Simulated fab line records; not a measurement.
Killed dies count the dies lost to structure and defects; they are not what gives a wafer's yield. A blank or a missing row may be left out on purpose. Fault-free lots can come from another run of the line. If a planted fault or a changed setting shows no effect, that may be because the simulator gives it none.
Matching of chambers + flow n5 finfet + N5_DUMMY_GATE_TRIM_49 on rie si-02 has 4 sister chambers
The step chemistry O2, time 29 s, target cd 14 nm. 8 wafers are shown with their chamber, then 6 later ones without.

## WAFERS PAIRED WITH THEIR CHAMBERS
| wafer  | chamber | throttle valve pct (%) | drypump motor current A (A) |
|--------|---------|------------------------|-----------------------------|
| L116.2 | 1       | 7.84                   | 6.0                         |
| L116.3 | 3       | 8.24                   | 6.5                         |
| L116.4 | 0       | 7.89                   | 5.8                         |
| L123.2 | 3       | 8.26                   | 6.4                         |
| L123.6 | 2       | 8.16                   | 5.6                         |
| L129.2 | 1       | 7.83                   | 5.9                         |
| L129.3 | 0       | 7.90                   | 5.8                         |
| L129.4 | 2       | 8.16                   | 5.7                         |

## WAFERS WITHOUT THEIR CHAMBER
| wafer  | throttle valve pct (%) | drypump motor current A (A) |
|--------|------------------------|-----------------------------|
| L130.1 | 7.83                   | 6.0                         |
| L130.2 | 7.91                   | 5.8                         |
| L130.5 | 7.84                   | 6.0                         |
| L134.2 | 8.16                   | 5.6                         |
| L134.4 | 7.90                   | 5.8                         |
| L134.5 | 7.83                   | 5.9                         |

## WHICH CHAMBER EACH ONE RAN IN
| wafer  | from the rows above | in truth |
|--------|---------------------|----------|
| L130.1 | 1                   | 1        |
| L130.2 | 0                   | 0        |
| L130.5 | 1                   | 1        |
| L134.2 | 2                   | 2        |
| L134.4 | 0                   | 0        |
| L134.5 | 1                   | 1        |
6 of 6 placed correctly. Number that these rows cannot place: 0. Placed wrongly: 0.
How it was worked out, from the rows above alone: a wafer's distance from a chamber is the root of the sum, over the readings, of the square of ((its reading less the chamber's mean) divided by the reading's scatter). The wafer belongs to the nearest chamber; if the next one is less than 2 further off, it can't be placed. For every chamber, the mean is computed from those of its wafers that are shown. The scatter: the root of (the sum of the squares of (reading less its chamber's mean) over the shown wafers, divided by (wafers less chambers)).
